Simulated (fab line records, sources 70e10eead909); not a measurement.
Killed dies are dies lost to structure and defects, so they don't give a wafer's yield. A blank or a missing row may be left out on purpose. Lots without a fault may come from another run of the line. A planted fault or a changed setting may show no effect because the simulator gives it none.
A struck lot beside a sound one | flow nand_harc | 18 steps out of a route of 1302
Sound: wafers L535.1, L535.2, L535.6. Struck: wafers L552.2, L552.3, L552.5. The cause comes at the end.
At each step with rows: each side's tool, then ch and its chambers, then its first start. Under that, the readings that differ: sound wafers | struck wafers | difference of the means | sigmas: that difference in standard deviations of wafers without a fault.
alike: readings whose means differ by less than 2 such deviations, and words and numbers that are the same on both sides. not compared: withheld readings, readings that some wafer has no value for, bounds like >300 that may hide the same value, and numbers for which the record gives no deviation and whose values overlap.
The two part at a step that has a row with sigmas, a row that says differs or no value, or rows on one side only. Numbers that don't overlap but have no deviation are shown without sigmas and don't part them. A reading that every wafer of one side lacks parts them only if that side has two wafers or more.

NHARC_P_M2_ETCH_35: etches the open film in N2/H2, target depth 40 nm, overetch 12 nm, time 43.94 s.
  sound on rie_diel-02 ch 1,2,3, day 6 18:19; struck on rie_diel-03 ch 0,1,2, day 13 23:23
  alike: drypump_motor_current_A, oes_product_au, rf_vpp_V, showerhead_plenum_p_Torr, throttle_valve_pct
  not compared: rf_hours_counter_h
then, 1 step without rows for these wafers: NHARC_P_M2_ETCH_15 (etches the open film in C4F8/Ar, target depth 182.5 nm, time 91.2 s).
NHARC_P_M2_CD_MEAS_16:
  sound on cd_sem-03, day 6 18:31; struck on cd_sem-03, day 13 23:36
  alike: cd_nm
then, 3 steps without rows for these wafers: NHARC_P_M2_STRIP_18 (strips in N2/H2); NHARC_P_M2_ETCH_28 (etches the open film in CF4/N2, target depth 30 nm, time 72.99 s); NHARC_P_M2_STRIP_19 (strips in post etch residue remover, time 600 s).
NHARC_P_M2_DEGAS_29: time 60 s.
  sound on pvd_sputter-01, day 6 19:14; struck on pvd_sputter-02, day 14 00:20
  reading            | sound       | struck      | difference | sigmas
  heater_power_w (W) | 377 397 363 | 299 318 315 | -68        | -2
NHARC_P_M2_PRE_CLEAN_30: time 30 s.
  sound on pvd_sputter-01; struck on pvd_sputter-02
  alike: heater_power_w
NHARC_P_M2_PVD_20: deposits TaN, target thk 5 nm, time 8.06 s.
  sound on pvd_sputter-01; struck on pvd_sputter-02
  reading                | sound          | struck         | difference | sigmas
  throttle_valve_pct (%) | 29.4 31.0 31.9 | 29.8 28.6 28.8 | -1.7       | -2
  alike: bias_v
then, 2 steps without rows for these wafers: NHARC_P_M2_PVD_21 (deposits Cu, target thk 30 nm, time 20.49 s); NHARC_P_M2_ECD_22 (material Cu, target thk 400 nm).
NHARC_P_M2_ANNEAL_31: time 90 s.
  sound on rtp_anneal-01 ch 0, day 6 19:58; struck on rtp_anneal-01 ch 0, day 14 01:07
  alike: wafer_temp_C_max
NHARC_P_M2_CMP_23: polishes, t overpolish 20 s, target thk 144.3 nm.
  sound on cmp-02 ch 0,2,3, day 6 20:19; struck on cmp-02 ch 1,2, day 14 01:25
  alike: motor_current_A, time_to_endpoint_s
NHARC_P_M2_THK_MEAS_24: measures by xrf.
  sound on film_metro-01, day 6 20:38; struck on film_metro-02, day 14 01:43
  alike: thk_nm
then, 1 step without rows for these wafers: NHARC_P_M2_SRD_25.
NHARC_P_M2_INSPECT_27:
  sound on defect_inspect-02, day 6 20:52; struck on defect_inspect-02, day 14 01:53
  reading          | sound       | struck         | difference | sigmas
  raw_defect_count | 745 445 393 | 1575 1503 1499 | +998       | +8
then, 1 step without rows for these wafers: NHARC_P_M2_PRE_CLEAN_32 (time 12 s).
-- the record jumps here: 17 days lie between the struck wafers' starts before and after (it left off in module P_M2 and takes up again in module END, whose first step shown is number 1302 of the route) --
NHARC_END_SORT_01:
  the record has rows for the struck wafers here (prober-01 ch 0, day 31 07:12) and none for the sound ones

WHERE THEY PART
First at NHARC_P_M2_DEGAS_29; last, within this record, at NHARC_END_SORT_01.

WHY: what the simulator had put in
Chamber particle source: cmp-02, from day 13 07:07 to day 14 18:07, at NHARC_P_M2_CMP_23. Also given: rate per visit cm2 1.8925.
